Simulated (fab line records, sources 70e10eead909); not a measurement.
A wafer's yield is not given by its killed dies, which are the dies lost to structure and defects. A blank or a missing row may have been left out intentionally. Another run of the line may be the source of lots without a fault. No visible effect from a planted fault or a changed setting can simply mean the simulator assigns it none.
What tool caused it? || flow nand_harc || Sampling: 13 lots, 39 wafers, 6 of 1302 route steps

== WHAT EACH GAUGE READ, for each wafer ==
NHARC_A_M0_INSPECT_27. Usual: raw_defect_count 497, standard deviation 110.
{"lot": "L348", "measured": "day 22 10:57", "on": "defect_inspect-02", "raw_defect_count": "437 455 494", "flag": ""}
{"lot": "L349", "measured": "day 23 06:34", "on": "defect_inspect-02", "raw_defect_count": "389 271 363", "flag": ""}
{"lot": "L350", "measured": "day 23 13:19", "on": "defect_inspect-01", "raw_defect_count": "445 395 685", "flag": ""}
{"lot": "L351", "measured": "day 24 03:47", "on": "defect_inspect-01", "raw_defect_count": "397 325 382", "flag": ""}
{"lot": "L352", "measured": "day 24 05:20", "on": "defect_inspect-01", "raw_defect_count": "678 620 521", "flag": ""}
{"lot": "L354", "measured": "day 25 01:43", "on": "defect_inspect-02", "raw_defect_count": "433 402 517", "flag": ""}
{"lot": "L353", "measured": "day 25 03:29", "on": "defect_inspect-01", "raw_defect_count": "525 464 452", "flag": ""}
{"lot": "L361", "measured": "day 29 00:05", "on": "defect_inspect-01", "raw_defect_count": "598 453 761", "flag": ""}
{"lot": "L363", "measured": "day 29 16:56", "on": "defect_inspect-01", "raw_defect_count": "514 468 453", "flag": ""}
{"lot": "L365", "measured": "day 30 05:13", "on": "defect_inspect-01", "raw_defect_count": "426 578 456", "flag": ""}
{"lot": "L367", "measured": "day 30 21:35", "on": "defect_inspect-02", "raw_defect_count": "408 459 479", "flag": ""}
{"lot": "L369", "measured": "day 31 09:42", "on": "defect_inspect-02", "raw_defect_count": "544 402 527", "flag": ""}
{"lot": "L370", "measured": "day 31 21:37", "on": "defect_inspect-02", "raw_defect_count": "400 555 620", "flag": ""}

NHARC_A_M1_CD_MEAS_09: target cd 120 nm. Usual: cd_nm 120.2 nm, standard deviation 0.9.
{"lot": "L348", "measured": "day 22 12:13", "on": "cd_sem-03", "cd_nm (nm)": "121.8 120.7 121.0", "flag": ""}
{"lot": "L349", "measured": "day 23 07:58", "on": "cd_sem-03", "cd_nm (nm)": "120.7 121.2 121.5", "flag": ""}
{"lot": "L350", "measured": "day 23 14:43", "on": "cd_sem-02", "cd_nm (nm)": "121.1 120.5 119.4", "flag": ""}
{"lot": "L351", "measured": "day 24 05:02", "on": "cd_sem-03", "cd_nm (nm)": "120.2 120.5 120.5", "flag": ""}
{"lot": "L352", "measured": "day 24 06:44", "on": "cd_sem-03", "cd_nm (nm)": "119.8 119.4 118.7", "flag": ""}
{"lot": "L354", "measured": "day 25 03:07", "on": "cd_sem-02", "cd_nm (nm)": "120.3 119.0 119.1", "flag": ""}
{"lot": "L353", "measured": "day 25 04:53", "on": "cd_sem-02", "cd_nm (nm)": "120.8 121.0 120.0", "flag": ""}
{"lot": "L361", "measured": "day 29 01:37", "on": "cd_sem-01", "cd_nm (nm)": "90.3 91.8 89.4", "flag": "OFF"}
{"lot": "L363", "measured": "day 29 18:11", "on": "cd_sem-01", "cd_nm (nm)": "99.6 100.3 99.9", "flag": "OFF"}
{"lot": "L365", "measured": "day 30 06:37", "on": "cd_sem-01", "cd_nm (nm)": "120.2 120.6 118.8", "flag": ""}
{"lot": "L367", "measured": "day 30 22:59", "on": "cd_sem-02", "cd_nm (nm)": "119.4 119.2 119.5", "flag": ""}
{"lot": "L369", "measured": "day 31 11:06", "on": "cd_sem-02", "cd_nm (nm)": "120.6 121.8 121.9", "flag": ""}
{"lot": "L370", "measured": "day 31 23:01", "on": "cd_sem-01", "cd_nm (nm)": "120.7 120.6 119.8", "flag": ""}

NHARC_END_SORT_01. Usual: value, then standard deviation, for each; defect_limited_yield 91 % / 3; killed_at_array 56 / 20; killed_at_other 0.9 / 1.1; killed_at_periphery 3.7 / 3; killed_dies 61 / 21; killed_open 2.9 / 1.6; killed_short 2.6 / 1.4.
{"lot": "L350", "measured": "day 25 12:11", "on": "prober-01", "defect_limited_yield (%)": "94 89 90", "killed_at_array": "37 69 61", "killed_at_other": "2 0 1", "killed_at_periphery": "2 4 3", "killed_dies": "41 73 65", "killed_open": "4 1 4", "killed_short": "3 2 3", "flag": ""}
{"lot": "L351", "measured": "day 25 21:04", "on": "prober-02", "defect_limited_yield (%)": "92 94 92", "killed_at_array": "50 33 45", "killed_at_other": "1 4 2", "killed_at_periphery": "3 2 4", "killed_dies": "54 39 51", "killed_open": "4 3 1", "killed_short": "2 3 2", "flag": ""}
{"lot": "L361", "measured": "day 30 14:13", "on": "prober-02", "defect_limited_yield (%)": "1 2 1", "killed_at_array": "667 659 672", "killed_at_other": "0 0 1", "killed_at_periphery": "2 2 0", "killed_dies": "669 661 673", "killed_open": "1 5 2", "killed_short": "3 2 7", "flag": "OFF"}
{"lot": "L365", "measured": "day 31 18:04", "on": "prober-01", "defect_limited_yield (%)": "85 84 81", "killed_at_array": "98 106 123", "killed_at_other": "0 0 0", "killed_at_periphery": "2 1 4", "killed_dies": "100 107 127", "killed_open": "2 2 4", "killed_short": "4 2 1", "flag": ""}

== WHAT TOOL EACH LOT RAN ON (gives the tool, then ch and the chambers of the sampled wafers, and finally the start) ==
{"lot": "L348", "NHARC_A_M0_ETCH_15": "rie_diel-09 ch 1,2, day 22 10:57 or earlier", "NHARC_A_M0_PVD_21": "pvd_sputter-02, day 22 10:57 or earlier", "NHARC_A_M1_EXPOSE_06": "arfi_scanner-02 ch 0, day 22 12:05"}
{"lot": "L349", "NHARC_A_M0_ETCH_15": "rie_diel-09 ch 0,2,3, day 23 06:34 or earlier", "NHARC_A_M0_PVD_21": "pvd_sputter-01, day 23 06:34 or earlier", "NHARC_A_M1_EXPOSE_06": "arfi_scanner-03 ch 0, day 23 07:49"}
{"lot": "L350", "NHARC_A_M0_ETCH_15": "rie_diel-05 ch 0,2,3, day 23 13:19 or earlier", "NHARC_A_M0_PVD_21": "pvd_sputter-02, day 23 13:19 or earlier", "NHARC_A_M1_EXPOSE_06": "arfi_scanner-02 ch 0, day 23 14:35"}
{"lot": "L351", "NHARC_A_M0_ETCH_15": "rie_diel-03 ch 0,1, day 24 03:47 or earlier", "NHARC_A_M0_PVD_21": "pvd_sputter-02, day 24 03:47 or earlier", "NHARC_A_M1_EXPOSE_06": "arfi_scanner-02 ch 0, day 24 04:54"}
{"lot": "L352", "NHARC_A_M0_ETCH_15": "rie_diel-03 ch 0,2,3, day 24 05:20 or earlier", "NHARC_A_M0_PVD_21": "pvd_sputter-01, day 24 05:20 or earlier", "NHARC_A_M1_EXPOSE_06": "arfi_scanner-01 ch 0, day 24 06:35"}
{"lot": "L354", "NHARC_A_M0_ETCH_15": "rie_diel-09 ch 1,2, day 25 01:43 or earlier", "NHARC_A_M0_PVD_21": "pvd_sputter-01, day 25 01:43 or earlier", "NHARC_A_M1_EXPOSE_06": "arfi_scanner-03 ch 0, day 25 02:59"}
{"lot": "L353", "NHARC_A_M0_ETCH_15": "rie_diel-09 ch 1,2,3, day 25 03:29 or earlier", "NHARC_A_M0_PVD_21": "pvd_sputter-01, day 25 03:29 or earlier", "NHARC_A_M1_EXPOSE_06": "arfi_scanner-02 ch 0, day 25 04:44"}
{"lot": "L361", "NHARC_A_M0_ETCH_15": "rie_diel-09 ch 0,1,3, day 29 00:05 or earlier", "NHARC_A_M0_PVD_21": "pvd_sputter-03, day 29 00:05 or earlier", "NHARC_A_M1_EXPOSE_06": "arfi_scanner-01 ch 0, day 29 01:29"}
{"lot": "L363", "NHARC_A_M0_ETCH_15": "rie_diel-05 ch 0,1,2, day 29 16:56 or earlier", "NHARC_A_M0_PVD_21": "pvd_sputter-03, day 29 16:56 or earlier", "NHARC_A_M1_EXPOSE_06": "arfi_scanner-01 ch 0, day 29 18:02"}
{"lot": "L365", "NHARC_A_M0_ETCH_15": "rie_diel-09 ch 0,1,2, day 30 05:13 or earlier", "NHARC_A_M0_PVD_21": "pvd_sputter-03, day 30 05:13 or earlier", "NHARC_A_M1_EXPOSE_06": "arfi_scanner-03 ch 0, day 30 06:28"}
{"lot": "L367", "NHARC_A_M0_ETCH_15": "rie_diel-03 ch 0,2,3, day 30 21:35 or earlier", "NHARC_A_M0_PVD_21": "pvd_sputter-01, day 30 21:35 or earlier", "NHARC_A_M1_EXPOSE_06": "arfi_scanner-03 ch 0, day 30 22:52"}
{"lot": "L369", "NHARC_A_M0_ETCH_15": "rie_diel-09 ch 0,1,3, day 31 09:42 or earlier", "NHARC_A_M0_PVD_21": "pvd_sputter-03, day 31 09:42 or earlier", "NHARC_A_M1_EXPOSE_06": "arfi_scanner-02 ch 0, day 31 10:58"}
{"lot": "L370", "NHARC_A_M0_ETCH_15": "rie_diel-05 ch 0,2, day 31 21:37 or earlier", "NHARC_A_M0_PVD_21": "pvd_sputter-02, day 31 21:37 or earlier", "NHARC_A_M1_EXPOSE_06": "arfi_scanner-02 ch 0, day 31 22:53"}
- NHARC_A_M0_ETCH_15: etches the open film in C4F8/Ar, target depth 150 nm, overetch 15 nm, time 82.5 s.
- NHARC_A_M0_PVD_21: deposits Cu, target thk 30 nm, time 20.49 s.
- NHARC_A_M1_EXPOSE_06: exposes mask A M1, target cd 120 nm.

== WHAT THE TOOLS THEMSELVES READ (means of the sampled wafers that have a number; where no wafer has one, the mark that the record gives instead) ==
NHARC_A_M0_ETCH_15. Usual: oes_product_au 0.950 a.u., standard deviation 0.025; rf_vpp_V 441.7 V, standard deviation 2.
{"lot": "L348", "tool": "rie_diel-09", "oes_product_au (a.u.)": 0.960, "rf_vpp_V (V)": 441.9, "flag": ""}
{"lot": "L349", "tool": "rie_diel-09", "oes_product_au (a.u.)": 0.944, "rf_vpp_V (V)": 441.3, "flag": ""}
{"lot": "L350", "tool": "rie_diel-05", "oes_product_au (a.u.)": 0.927, "rf_vpp_V (V)": 439.1, "flag": ""}
{"lot": "L351", "tool": "rie_diel-03", "oes_product_au (a.u.)": 0.950, "rf_vpp_V (V)": 444.0, "flag": ""}
{"lot": "L352", "tool": "rie_diel-03", "oes_product_au (a.u.)": 0.970, "rf_vpp_V (V)": 442.5, "flag": ""}
{"lot": "L354", "tool": "rie_diel-09", "oes_product_au (a.u.)": 0.977, "rf_vpp_V (V)": 442.6, "flag": ""}
{"lot": "L353", "tool": "rie_diel-09", "oes_product_au (a.u.)": 0.969, "rf_vpp_V (V)": 442.8, "flag": ""}
{"lot": "L361", "tool": "rie_diel-09", "oes_product_au (a.u.)": 0.925, "rf_vpp_V (V)": 442.6, "flag": ""}
{"lot": "L363", "tool": "rie_diel-05", "oes_product_au (a.u.)": 0.925, "rf_vpp_V (V)": 439.5, "flag": ""}
{"lot": "L365", "tool": "rie_diel-09", "oes_product_au (a.u.)": 0.961, "rf_vpp_V (V)": 441.7, "flag": ""}
{"lot": "L367", "tool": "rie_diel-03", "oes_product_au (a.u.)": 0.971, "rf_vpp_V (V)": 441.0, "flag": ""}
{"lot": "L369", "tool": "rie_diel-09", "oes_product_au (a.u.)": 0.974, "rf_vpp_V (V)": 441.9, "flag": ""}
{"lot": "L370", "tool": "rie_diel-05", "oes_product_au (a.u.)": 0.916, "rf_vpp_V (V)": 438.7, "flag": ""}

NHARC_A_M0_PVD_21. Usual: throttle_valve_pct 30.0 %, standard deviation 1.1.
{"lot": "L348", "tool": "pvd_sputter-02", "throttle_valve_pct (%)": 31.6, "flag": ""}
{"lot": "L349", "tool": "pvd_sputter-01", "throttle_valve_pct (%)": 29.1, "flag": ""}
{"lot": "L350", "tool": "pvd_sputter-02", "throttle_valve_pct (%)": 31.0, "flag": ""}
{"lot": "L351", "tool": "pvd_sputter-02", "throttle_valve_pct (%)": 31.0, "flag": ""}
{"lot": "L352", "tool": "pvd_sputter-01", "throttle_valve_pct (%)": 29.2, "flag": ""}
{"lot": "L354", "tool": "pvd_sputter-01", "throttle_valve_pct (%)": 31.2, "flag": ""}
{"lot": "L353", "tool": "pvd_sputter-01", "throttle_valve_pct (%)": 29.8, "flag": ""}
{"lot": "L361", "tool": "pvd_sputter-03", "throttle_valve_pct (%)": 29.7, "flag": ""}
{"lot": "L363", "tool": "pvd_sputter-03", "throttle_valve_pct (%)": 28.9, "flag": ""}
{"lot": "L365", "tool": "pvd_sputter-03", "throttle_valve_pct (%)": 29.0, "flag": ""}
{"lot": "L367", "tool": "pvd_sputter-01", "throttle_valve_pct (%)": 29.3, "flag": ""}
{"lot": "L369", "tool": "pvd_sputter-03", "throttle_valve_pct (%)": 29.9, "flag": ""}
{"lot": "L370", "tool": "pvd_sputter-02", "throttle_valve_pct (%)": 30.2, "flag": ""}

NHARC_A_M1_EXPOSE_06. Usual: exposure_dose_mJ_cm2 75.08, standard deviation 0.083.
{"lot": "L348", "tool": "arfi_scanner-02", "exposure_dose_mJ_cm2": 75.11, "flag": ""}
{"lot": "L349", "tool": "arfi_scanner-03", "exposure_dose_mJ_cm2": 75.06, "flag": ""}
{"lot": "L350", "tool": "arfi_scanner-02", "exposure_dose_mJ_cm2": 75.01, "flag": ""}
{"lot": "L351", "tool": "arfi_scanner-02", "exposure_dose_mJ_cm2": 75.06, "flag": ""}
{"lot": "L352", "tool": "arfi_scanner-01", "exposure_dose_mJ_cm2": 75.04, "flag": ""}
{"lot": "L354", "tool": "arfi_scanner-03", "exposure_dose_mJ_cm2": 75.12, "flag": ""}
{"lot": "L353", "tool": "arfi_scanner-02", "exposure_dose_mJ_cm2": 74.94, "flag": ""}
{"lot": "L361", "tool": "arfi_scanner-01", "exposure_dose_mJ_cm2": 45.35, "flag": "OFF"}
{"lot": "L363", "tool": "arfi_scanner-01", "exposure_dose_mJ_cm2": 52.77, "flag": "OFF"}
{"lot": "L365", "tool": "arfi_scanner-03", "exposure_dose_mJ_cm2": 75.19, "flag": ""}
{"lot": "L367", "tool": "arfi_scanner-03", "exposure_dose_mJ_cm2": 75.08, "flag": ""}
{"lot": "L369", "tool": "arfi_scanner-02", "exposure_dose_mJ_cm2": 75.06, "flag": ""}
{"lot": "L370", "tool": "arfi_scanner-02", "exposure_dose_mJ_cm2": 74.93, "flag": ""}

== THE ANSWER, worked out from the rows above alone ==
Rule: take the mean of a lot's wafers that have a number; if it is more than 3 standard deviations from the usual mean, the lot is off. A lot without any number at a reading at which 4 lots or more have one is off too. All remaining lots with rows at the step are treated as sound. After the gauges, taken in route order, come the tools' own readings; for these a lot's mean is taken, as printed above. The first step at which some lot is off is used, and at that step the reading that is off furthest; a lot without a number counts as furthest.
Off: L361, L363 (NHARC_A_M1_CD_MEAS_09, cd_nm).
A tool fits if, at a process step before that reading, it ran every lot that is off, and no sound lot after the first of them. The gauges at NHARC_A_M1_CD_MEAS_09 aren't tried: what is off there is off at NHARC_A_M1_EXPOSE_06 too, on other tools, and a gauge's error can't cause that. Because NHARC_A_M0_ETCH_15 lacks a start for some lots, the hours and order of its lots are taken from NHARC_A_M0_INSPECT_27. Because NHARC_A_M0_PVD_21 lacks a start for some lots, the hours and order of its lots are taken from NHARC_A_M0_INSPECT_27. One fits: NHARC_A_M1_EXPOSE_06 on arfi_scanner-01. A fault onset in the window from L352 (day 24 06:35, its last sound lot) to L361 (day 29 01:29, its first lot off) fits.
On the lots that are off, the tool's own readings at NHARC_A_M1_EXPOSE_06 differ by more than 5 times the standard deviation of the sound lots' means, which bears it out; exposure_dose_mJ_cm2 reads 49.06 there versus 75.05 on the sound lots.

== WHAT THE SIMULATOR HAD PUT IN ==
Process parameter drift: arfi_scanner-01, from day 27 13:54 on, at NHARC_A_M1_EXPOSE_06. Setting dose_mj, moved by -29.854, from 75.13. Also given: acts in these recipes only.
Shown lots that were struck: L361, L363. The rule given above showed the same thing.
